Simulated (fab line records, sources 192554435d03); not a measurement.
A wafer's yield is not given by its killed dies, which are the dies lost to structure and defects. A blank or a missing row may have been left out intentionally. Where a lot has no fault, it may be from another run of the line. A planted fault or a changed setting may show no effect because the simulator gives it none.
fab line records	flow n5-finfet
record: lots: 12	wafers: 32	last-day: 17
route steps=1938 shown BEOL_M10@1513 BEOL_M11@1536 PASSIVATION@1936
lots that met no fault: taken from a fault-free run of the same line
start-h: start of the lot's first displayed wafer, in hours after the record's first day	wait-h: hours since the lot's step before	" same as the row above	L1.1+2: a single row standing in for several wafers	- no value present, or no start provided	* or withheld: withheld	< > ~ a bound
route shown NAME@n: a module of which the file shows steps, and the number in the route of the first	usual: mean/standard deviation of fault-free wafers	same: alike in all rows	chamber/n: place in a boat	sites: each site's reading	_std_site: how widely they spread, as a standard deviation	_edge_site: mean of outer sites minus mean of inner sites	radius-mm: how far each site lies from the wafer's centre	mask NAME#n: copy n	behind: the tool/chamber that last shaped the wafer	hold: the reason the lot was held/the length of the hold in hours/how it ended	device: transistor that didn't switch, given as n, p or np	end of line: the route-end tests of the same wafers	step lacking rows: just its recipe	killed: dies that structure and defects cost at the first sort, which is not the same as the wafer's yield	map: dies across one wafer; x = killed, . = not, _ = none there
set.NAME: setting as actually run; set.NAME@STEP: the setting as run at that earlier step	model.NAME: the simulator's own value behind a step, which no gauge read
route steps across a sampled set of lots; one table per step, one row per wafer
services: the hour from which a tool's chamber was out of use, counted from the record's first day as start-h (under 0 if before that day), plus the number of hours and why
== steps ==
step: N5_BEOL_M10_ETCH_41
recipe: chemistry: CH3F/O2	target: SiCN	target-depth-a: 426	taper-deg: 2	time-s: 86	ion-energy-ev: 120	mask-material: TiN	pressure-mtorr: 30	source-w: 395	bias-w: 75	Ar_flow_sccm: 150	CH3F_flow_sccm: 30	O2_flow_sccm: 20
usual: drypump-motor-current-A: 5.5/0.48	oes-product-au: 0.77/0.076	rf-vpp-V: 297.3/1.8	showerhead-plenum-p-Torr: 2.00/0.08	throttle-valve-pct: 16.41/0.24
lot.wafer	tool	chamber	start-h	wait-h	drypump-motor-current-A	oes-product-au	rf-hours-counter-h	rf-vpp-V	showerhead-plenum-p-Torr	throttle-valve-pct
L806.2	rie-diel-05	2	-	-	5.4	0.83	70	299.8	2.09	16.02
L806.3	"	1	"	"	5.1	0.84	59	296.0	1.95	16.20
L806.5	"	2	"	"	5.4	0.84	-	298.8	2.09	16.01
L808.3	rie-diel-05	2	-	-	5.4	0.84	74	300.1	2.09	16.03
L808.4	"	2	"	"	5.4	0.83	-	298.0	2.09	16.04
L808.5	"	0	"	"	5.9	0.75	-	298.2	2.10	16.68
L811.1	rie-diel-04	1	-	-	5.8	0.72	204	295.9	1.88	16.19
L811.4	"	0	"	"	5.7	0.66	238	299.2	2.06	16.45
L811.5	"	0	"	"	5.7	0.66	-	298.7	2.06	16.45
L816.2	rie-diel-06	1	-	-	5.6	0.71	228	296.0	1.98	16.77
L816.4	"	0	"	"	4.8	0.72	198	295.1	1.92	16.46
L816.5	"	3	"	"	4.9	0.91	-	299.4	2.13	16.32
L814.3	rie-diel-05	2	-	-	5.3	0.80	92	299.1	2.08	16.06
L814.4	"	0	"	"	5.9	0.73	162	298.9	2.10	16.72
L814.5	"	3	"	"	6.4	0.92	-	300.3	2.13	16.00
L817.3	rie-diel-04	3	-	-	5.0	0.73	166	297.5	2.00	16.58
L817.4	"	1	"	"	5.8	0.71	-	297.0	1.88	16.21
L817.5	"	2	"	"	6.3	0.80	-	295.0	1.95	16.62
L818.1	rie-diel-04	3	-	-	5.1	0.73	169	298.6	2.00	16.57
L818.2	"	1	"	"	5.9	0.71	221	294.0	1.88	16.20
L818.6	"	3	"	"	5.1	0.74	-	295.5	2.00	16.56
L819.4	rie-diel-05	0	-	-	5.8	0.72	171	299.6	2.09	16.72
L821.5	rie-diel-04	2	-	-	6.3	0.80	-	297.1	1.95	16.61
L823.1	rie-diel-05	2	-	-	5.4	0.79	107	299.2	2.08	16.11
L823.4	"	1	"	"	5.1	0.82	97	293.9	1.94	16.30
L823.5	"	0	"	"	5.9	0.72	-	298.5	2.09	16.74
L825.3	rie-diel-04	1	-	-	5.9	0.70	240	295.0	1.87	16.24
L825.5	"	3	"	"	5.1	0.71	-	297.6	2.00	16.61
L825.6	"	0	"	"	5.7	0.92	-	298.0	2.05	16.05
L826.1	rie-diel-06	0	-	-	4.8	0.70	220	294.2	1.91	16.51
L826.2	"	3	"	"	4.9	0.85	65	301.6	2.13	16.37
L826.5	"	2	"	"	5.3	0.68	-	294.9	1.96	16.62
step: N5_BEOL_M10_CD_MEAS_35
recipe: target-cd-nm: 70	polarity: opening
usual: cd-nm: 69.9/0.83
lot.wafer	tool	chamber	start-h	wait-h	cd-nm
L806.2	cd-sem-02	-	231.73	0.0	70.7
L806.3	"	-	"	"	71.1
L806.5	"	-	"	"	70.9
L808.3	cd-sem-02	-	241.21	0.0	70.7
L808.4	"	-	"	"	70.8
L808.5	"	-	"	"	71.3
L811.1	cd-sem-02	-	251.90	0.0	70.8
L811.4	"	-	"	"	70.2
L811.5	"	-	"	"	70.7
L816.2	cd-sem-03	-	289.98	0.0	70.3
L816.4	"	-	"	"	69.8
L816.5	"	-	"	"	70.1
L814.3	cd-sem-02	-	290.21	0.0	69.5
L814.4	"	-	"	"	68.4
L814.5	"	-	"	"	68.4
L817.3	cd-sem-03	-	291.59	0.0	70.3
L817.4	"	-	"	"	70.0
L817.5	"	-	"	"	70.5
L818.1	cd-sem-02	-	297.21	0.0	70.1
L818.2	"	-	"	"	68.9
L818.6	"	-	"	"	69.2
L819.4	cd-sem-01	-	314.80	0.0	68.7
L821.5	cd-sem-01	-	320.87	0.0	69.9
L823.1	cd-sem-01	-	336.34	0.0	70.4
L823.4	"	-	"	"	69.7
L823.5	"	-	"	"	69.8
L825.3	cd-sem-02	-	345.35	0.0	70.6
L825.5	"	-	"	"	71.2
L825.6	"	-	"	"	70.2
L826.1	cd-sem-01	-	352.19	0.0	69.9
L826.2	"	-	"	"	70.8
L826.5	"	-	"	"	71.2
step: N5_BEOL_M10_ANNEAL_51
recipe: temp-c: 225	time-s: 90	ambient: N2
usual: wafer_temp_C_max: 226.14/0.27
lot.wafer	tool	chamber	start-h	wait-h	wafer_temp_C_max
L806.2	rtp-anneal-01	0	234.04	0.2	226.47
L806.3	"	0	"	"	225.85
L806.5	"	0	"	"	225.96
L808.3	rtp-anneal-02	0	244.28	0.1	226.32
L808.4	"	0	"	"	225.93
L808.5	"	0	"	"	226.13
L811.1	rtp-anneal-02	0	254.76	0.1	226.05
L811.4	"	0	"	"	226.05
L811.5	"	0	"	"	225.85
L816.2	rtp-anneal-02	0	291.81	0.5	226.07
L816.4	"	0	"	"	226.26
L816.5	"	0	"	"	225.98
L814.3	rtp-anneal-02	0	292.39	0.7	226.44
L814.4	"	0	"	"	226.43
L814.5	"	0	"	"	226.08
L817.3	rtp-anneal-01	0	293.46	0.1	226.29
L817.4	"	0	"	"	226.08
L817.5	"	0	"	"	225.94
L818.1	rtp-anneal-02	0	299.44	0.5	226.75
L818.2	"	0	"	"	226.54
L818.6	"	0	"	"	226.44
L819.4	rtp-anneal-01	0	319.83	0.4	226.31
L821.5	rtp-anneal-02	0	323.14	0.3	226.08
L823.1	rtp-anneal-01	0	339.28	0.2	225.60
L823.4	"	0	"	"	225.74
L823.5	"	0	"	"	226.11
L825.3	rtp-anneal-01	0	348.85	1.5	226.22
L825.5	"	0	"	"	226.01
L825.6	"	0	"	"	226.06
L826.1	rtp-anneal-02	0	353.50	0.1	226.42
L826.2	"	0	"	"	226.48
L826.5	"	0	"	"	226.18
step: N5_BEOL_M11_ILD_DEP_00
recipe: material: SiCOH_lowk	target-thk-a: 3085.1	temp-c: 300	precursor: DEMS/porogen	pressure-torr: 5	rf-w: 500	time-s: 58
usual: heater-power-w: 304/45	showerhead-plenum-p-Torr: 5.738/0.014	susceptor-temp-C: 300.00/0.19	throttle-valve-pct: 13.7/0.43
lot.wafer	tool	chamber	start-h	wait-h	heater-power-w	showerhead-plenum-p-Torr	susceptor-temp-C	throttle-valve-pct
L806.2	pecvd-01	0	235.07	0.0	266	5.729	299.96	13.6
L806.3	"	1	"	"	334	5.741	299.96	14.7
L806.5	"	2	"	"	318	5.753	299.71	13.7
L808.3	pecvd-01	2	245.01	0.1	285	5.741	299.70	13.5
L808.4	"	0	"	"	251	5.743	299.66	13.5
L808.5	"	2	"	"	295	5.759	299.69	13.7
L811.1	pecvd-02	1	255.55	0.0	322	5.729	299.73	14.3
L811.4	"	0	"	"	313	5.743	300.04	13.3
L811.5	"	2	"	"	283	5.730	299.90	13.1
L816.2	pecvd-04	0	292.66	0.1	273	5.716	300.20	13.9
L816.4	"	0	"	"	291	5.734	299.89	14.1
L816.5	"	2	"	"	363	5.728	300.06	13.4
L814.3	pecvd-04	1	293.14	0.0	310	5.772	299.73	13.3
L814.4	"	0	"	"	269	5.712	299.61	13.9
L814.5	"	2	"	"	355	5.762	300.10	13.5
L817.3	pecvd-01	2	294.19	0.1	306	5.744	300.21	13.6
L817.4	"	1	"	"	382	5.713	300.21	14.4
L817.5	"	2	"	"	312	5.753	299.94	13.7
L818.1	pecvd-02	1	300.23	0.0	276	5.730	300.12	14.2
L818.2	"	0	"	"	351	5.744	300.29	13.2
L818.6	"	0	"	"	355	5.733	300.02	13.4
L819.4	pecvd-01	0	320.51	0.1	231	5.735	307.57	13.8
L821.5	pecvd-01	0	323.80	0.1	288	5.723	307.35	13.7
L823.1	pecvd-02	2	340.07	0.0	296	5.747	299.68	13.0
L823.4	"	1	"	"	315	5.740	299.95	14.2
L823.5	"	0	"	"	348	5.744	300.28	13.5
L825.3	pecvd-04	0	349.74	0.0	257	5.723	299.51	14.1
L825.5	"	0	"	"	256	5.725	299.86	14.0
L825.6	"	1	"	"	300	5.755	300.41	13.7
L826.1	pecvd-04	1	354.57	0.0	264	5.758	300.07	13.6
L826.2	"	0	"	"	239	5.729	300.23	14.2
L826.5	"	2	"	"	383	5.729	300.04	13.6
step: N5_BEOL_M11_THK_MEAS_01
recipe: reads: SiCOH_lowk_of_BEOL_M11_ILD_DEP_00
usual: M11_ILD_THK: 267/3.8
lot.wafer	tool	chamber	start-h	wait-h	M11_ILD_THK[nm]
L806.2	film-metro-02	-	236.14	0.7	267
L806.3	"	-	"	"	264
L806.5	"	-	"	"	270
L808.3	film-metro-02	-	245.61	0.3	268
L808.4	"	-	"	"	263
L808.5	"	-	"	"	267
L811.1	film-metro-02	-	256.14	0.4	262
L811.4	"	-	"	"	272
L811.5	"	-	"	"	265
L816.2	film-metro-01	-	293.25	0.4	267
L816.4	"	-	"	"	271
L816.5	"	-	"	"	268
L814.3	film-metro-02	-	294.10	0.3	260
L814.4	"	-	"	"	269
L814.5	"	-	"	"	264
L817.3	film-metro-01	-	294.78	0.3	270
L817.4	"	-	"	"	265
L817.5	"	-	"	"	271
L818.1	film-metro-01	-	300.82	0.4	258
L818.2	"	-	"	"	263
L818.6	"	-	"	"	266
L819.4	film-metro-01	-	321.18	0.2	258
L821.5	film-metro-02	-	324.36	0.1	256
L823.1	film-metro-02	-	340.66	0.4	265
L823.4	"	-	"	"	267
L823.5	"	-	"	"	273
L825.3	film-metro-01	-	350.33	0.3	272
L825.5	"	-	"	"	274
L825.6	"	-	"	"	269
L826.1	film-metro-02	-	355.32	0.4	267
L826.2	"	-	"	"	274
L826.5	"	-	"	"	268
step: N5_PASSIVATION_PROBE_49
usual: defect-limited-yield: 91.3/1.5	killed_at_M0_to_M3: 35/10	killed_at_M4_up: 12/4.6	killed-at-contacts: 13/6.6	killed-at-front-end: 39/11	killed-at-other: 4/3.4	killed-dies: 103/17	killed-open: 67/13	killed-short: 35/8.2	sort_bin_5_function: 5.1/0.94	sort_bin_6_memory: 3.2/0.7	sort_bin_8_speed: 0.00/0.03	sort-n-pass: 1077/17	sort-yield-pct: 91.3/1.5
same: gross-dies: 1180	killed-at-back-side: 0	sort_bin_4_leakage[%]: 0
lot.wafer	tool	chamber	start-h	wait-h	defect-limited-yield[%]	killed_at_M0_to_M3	killed_at_M4_up	killed-at-contacts	killed-at-front-end	killed-at-other	killed-dies	killed-open	killed-short	sort_bin_5_function[%]	sort_bin_6_memory[%]	sort_bin_8_speed[%]	sort-n-pass	sort-yield-pct[%]
L806.2	prober-01	-	283.83	0.2	91.3	25	16	28	34	0	103	76	25	4.9	3.5	0	1077	91.3
L806.3	prober-01	-	283.88	0.3	92.9	22	13	22	26	1	84	60	23	4.3	2.5	0	1096	92.9
L806.5	prober-01	-	283.98	0.4	91.5	48	10	13	25	4	100	63	36	5.6	2.5	0	1080	91.5
L811.1	prober-01	-	310.30	0.0	90.3	46	11	20	36	1	114	75	39	5.7	3.8	0	1066	90.3
L811.4	prober-01	-	310.45	0.2	90.1	40	10	10	48	9	117	74	42	5.9	3.7	0	1063	90.1
L811.5	prober-01	-	310.50	0.2	88.5	49	11	7	61	8	136	82	54	6.4	4.5	0	1044	88.5
L817.3	prober-02	-	347.17	0.1	90.7	32	15	16	44	3	110	64	45	5.9	3.1	0	1070	90.7
L817.4	prober-02	-	347.22	0.2	91.4	22	15	17	48	0	102	65	31	5.1	3.1	0	1078	91.4
L817.5	prober-02	-	347.27	0.2	91.1	40	7	9	47	2	105	52	52	5.5	2.8	0	1075	91.1
killed by level:class
L806.2 MOL_CONTACT_COAG:geometric-particle:open=26 FIN_SAQP:geometric-particle:open=6 BEOL_M8:geometric-particle:open=5 STI_FIN_REVEAL:geometric-particle:open=5 BEOL_M1:geometric-particle:open=5 BEOL_M3:geometric-particle:open=5 STARTING-WAFER:geometric-particle:short=5 FIN_SAQP:geometric-particle:short=4
L806.3 MOL_CONTACT_COAG:geometric-particle:open=16 STI_FIN_REVEAL:geometric-particle:open=10 BEOL_M0_SAQP:geometric-particle:short=7 BEOL_M3:geometric-particle:open=7 MOL_CONTACT_COAG:geometric-particle:short=6 BEOL_M0_SAQP:geometric-particle:open=5 BEOL_M5:geometric-particle:open=4 FIN_SAQP:geometric-particle:open=3
L806.5 BEOL_M0_SAQP:geometric-particle:short=12 BEOL_M3:geometric-particle:open=11 MOL_CONTACT_COAG:geometric-particle:open=10 BEOL_M0_SAQP:geometric-particle:open=9 BEOL_M0:geometric-particle:open=6 DUMMY_GATE:geometric-particle:open=5 BEOL_M2:geometric-particle:open=4 STI_FIN_REVEAL:geometric-particle:open=3
L811.1 MOL_CONTACT_COAG:geometric-particle:open=12 BEOL_M2:geometric-particle:open=12 FIN_SAQP:geometric-particle:open=11 MOL_CONTACT_COAG:geometric-particle:short=8 STI_FIN_REVEAL:geometric-particle:open=7 BEOL_M1:geometric-particle:open=7 BEOL_M0_SAQP:geometric-particle:short=6 BEOL_M0_SAQP:geometric-particle:open=6
L811.4 STI_FIN_REVEAL:geometric-particle:open=13 BEOL_M0_SAQP:geometric-particle:open=13 BEOL_M0_SAQP:geometric-particle:short=11 FIN_SAQP:geometric-particle:open=9 MOL_CONTACT_COAG:geometric-particle:open=9 GATE_CUT:geometric-particle:short=6 BEOL_M3:geometric-particle:open=6 BEOL_M4:geometric-particle:open=6
L811.5 STI_FIN_REVEAL:geometric-particle:open=18 BEOL_M2:geometric-particle:open=12 GATE_CUT:geometric-particle:short=10 FIN_SAQP:geometric-particle:open=9 FIN_SAQP:geometric-particle:short=9 BEOL_M1:geometric-particle:open=9 BEOL_M0_SAQP:geometric-particle:open=6 MOL_CONTACT_COAG:geometric-particle:open=6
L817.3 FIN_SAQP:geometric-particle:short=14 MOL_CONTACT_COAG:geometric-particle:open=13 BEOL_M0_SAQP:geometric-particle:open=8 BEOL_M1:geometric-particle:open=8 BEOL_M0_SAQP:geometric-particle:short=7 BEOL_M4:geometric-particle:open=7 FIN_SAQP:geometric-particle:open=6 GATE_CUT:geometric-particle:short=6
L817.4 MOL_CONTACT_COAG:geometric-particle:open=15 FIN_SAQP:geometric-particle:short=13 FIN_SAQP:geometric-particle:open=10 BEOL_M2:geometric-particle:open=8 GATE_CUT:geometric-particle:short=6 BEOL_M4:geometric-particle:open=5 BEOL_M7:geometric-particle:open=5 BEOL_M0_SAQP:geometric-particle:open=4
L817.5 FIN_SAQP:geometric-particle:short=19 BEOL_M0_SAQP:geometric-particle:short=17 FIN_SAQP:geometric-particle:open=12 BEOL_M0_SAQP:geometric-particle:open=8 MOL_CONTACT_COAG:geometric-particle:open=6 BEOL_M2:geometric-particle:open=6 GATE_CUT:geometric-particle:short=5 STI_FIN_REVEAL:geometric-particle:open=3
== services ==
tool	chamber	start-h	hours	kind
rie-diel-04	-	212.56	0.5	repair
rie-diel-05	0	213.29	4.7	repair
rie-diel-06	-	216.71	2.8	pm
pecvd-02	1	220.64	5.0	repair
rie-diel-04	0	224.29	7.6	repair
rie-diel-05	3	226.40	-	clean
rie-diel-05	3	226.40	-	consumable-replace:focus-ring
rie-diel-05	3	226.40	-	consumable-replace:showerhead
rie-diel-05	3	226.40	20.0	scheduled-down
rie-diel-05	3	226.40	20.0	vent-cycle
rie-diel-04	-	228.63	2.8	pm
pecvd-01	-	246.76	2.8	pm
rie-diel-06	3	258.82	2.4	repair
pecvd-01	0	274.91	19.8	repair
rie-diel-04	0	292.44	-	clean
rie-diel-04	0	292.44	-	consumable-replace:focus-ring
rie-diel-04	0	292.44	17.5	scheduled-down
pecvd-02	-	316.90	14.6	pm
rie-diel-04	3	323.85	12.5	repair
pecvd-04	-	324.94	0.9	repair
rie-diel-04	2	328.65	1.8	repair
rie-diel-06	1	330.77	13.6	repair
pecvd-01	-	339.16	6.0	pm
rie-diel-05	-	352.93	2.8	pm
== key ==
first-sign: step: N5_BEOL_M11_ILD_DEP_00	reading: susceptor-temp-C	direction: up	sigmas: 39	usual: *	struck: *
effect: step: N5_BEOL_M11_THK_MEAS_01	reading: M11_ILD_THK	direction: down	sigmas: 2.8	usual: 267	struck: 257
met-at N5_BEOL_M11_ILD_DEP_00
struck-lots L819,L821
struck-wafers L819.4,L821.5
rows-end L819.4,L821.5
not-acting-at N5_BEOL_M10_ETCH_41,N5_BEOL_M10_CD_MEAS_35,N5_BEOL_M10_ANNEAL_51
onset-between 245.01 320.51
fault: kind: process-parameter-drift	tool: pecvd-01	chamber: 0	onset-h: 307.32	steps: N5_BEOL_M11_ILD_DEP_00	channel: temp-c	offset: *	shape: step	acts-in: *	stated: *
rows-end: these wafers met a further fault down the route, and their rows from its step on are left out
